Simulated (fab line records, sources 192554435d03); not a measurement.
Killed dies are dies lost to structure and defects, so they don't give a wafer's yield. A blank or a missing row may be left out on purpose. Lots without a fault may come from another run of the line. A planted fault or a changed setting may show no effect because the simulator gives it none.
A struck lot beside a sound one | flow n5_finfet | 34 steps out of a route of 1938
Sound: wafers L700.1, L700.2, L700.4. Struck: wafer L717.5. (L717.4, L717.6 of the same lot were not struck and are left out.) The cause comes at the end.
At each step with rows: each side's tool, then ch and its chambers, then its first start. Under that, the readings that differ: sound wafers | struck wafers | difference of the means | sigmas: that difference in standard deviations of wafers without a fault.
alike: readings whose means differ by less than 2 such deviations, and words and numbers that are the same on both sides. not compared: withheld readings, readings that some wafer has no value for, bounds like >300 that may hide the same value, and numbers for which the record gives no deviation and whose values overlap.
The two part at a step that has a row with sigmas, a row that says differs or no value, or rows on one side only. Numbers that don't overlap but have no deviation are shown without sigmas and don't part them. A reading that every wafer of one side lacks parts them only if that side has two wafers or more.

first, 11 steps without rows for these wafers: N5_BEOL_M13_TRENCH_ETCH_34 (etches SiOC in C4F8/O2/Ar, target depth 413.47 nm, time 162.6 s); N5_BEOL_M13_STRIP_70 (strips in C4F8/O2/Ar); N5_BEOL_M13_STRIP_37 (strips in N2/H2); N5_BEOL_M13_ETCH_38 (etches SiCN in CF4/N2, target depth 67.5 nm, time 71.9 s); N5_BEOL_M13_PRECLEAN_39 (cleans in residue remover, time 60 s); N5_BEOL_M13_SRD_40 (time 30 s, dry time 30 s); N5_BEOL_M13_DEGAS_41 (time 60 s); N5_BEOL_M13_PRE_CLEAN_42 (time 30 s); N5_BEOL_M13_SPUTTER_43 (material TaN, target thk 15 nm, time 24.19 s); N5_BEOL_M13_SPUTTER_44 (material Ta, target thk 10 nm, time 16.13 s); N5_BEOL_M13_SPUTTER_45 (material Cu, target thk 80 nm, time 13.33 s).
N5_BEOL_M13_ECD_47: material Cu, target thk 936 nm.
  sound on ecd_cu-02 ch 0,1, day 12 11:41; struck on ecd_cu-02 ch 0,1, day 16 07:34
then, 21 steps without rows for these wafers: N5_BEOL_M13_ANNEAL_48 (time 90 s); N5_BEOL_M13_CMP_49 (polishes, stops on SiOC, t overpolish 17.1 s, target thk 420 nm); N5_BEOL_M13_PRE_CLEAN_52 (time 15 s); N5_BEOL_M13_DEP_53 (deposits SiCN from 3MS/NH3, target thk 50 nm, time 17.8 s); N5_BEOL_M14_ILD_DEP_00 (deposits SiO2 from TEOS/O2, target thk 1119.3 nm, time 237.4 s); N5_BEOL_M14_COAT_58 (time 60 s, resist thk 89 nm); N5_BEOL_M14_COAT_04 (resist thk 800 nm); N5_BEOL_M14_EBR_06; N5_BEOL_M14_SOFTBAKE_05 (time 60 s); N5_BEOL_M14_EXPOSE_07 (exposes mask V13); N5_BEOL_M14_PEB_08 (peb time 90 s); N5_BEOL_M14_DEVELOP_09 (develop time 45 s); N5_BEOL_M14_HARDBAKE_14 (time 120 s); N5_BEOL_M14_DESCUM_15 (chemistry O2, time 7.9 s); N5_BEOL_M14_ETCH_59 (etches BARC in N2/H2, target depth 89 nm, overetch 26.7 nm, time 67.9 s); N5_BEOL_M14_VIA_ETCH_16 (etches SiO2 in C4F8/O2/Ar, target depth 1231.3 nm); N5_BEOL_M14_STRIP_63 (strips in O2); N5_BEOL_M14_STRIP_64 (strips in O2); N5_BEOL_M14_STRIP_71 (strips in post etch residue remover, time 60 s); N5_BEOL_M14_SRD_72 (time 30 s, dry time 30 s); N5_BEOL_M14_COAT_65 (time 60 s, resist thk 450 nm).
N5_PASSIVATION_PROBE_49:
  the record has rows for the struck wafers here (prober-02, day 17 13:38) and none for the sound ones

WHERE THEY PART
Only at N5_PASSIVATION_PROBE_49, within this record.

WHY: what the simulator had put in
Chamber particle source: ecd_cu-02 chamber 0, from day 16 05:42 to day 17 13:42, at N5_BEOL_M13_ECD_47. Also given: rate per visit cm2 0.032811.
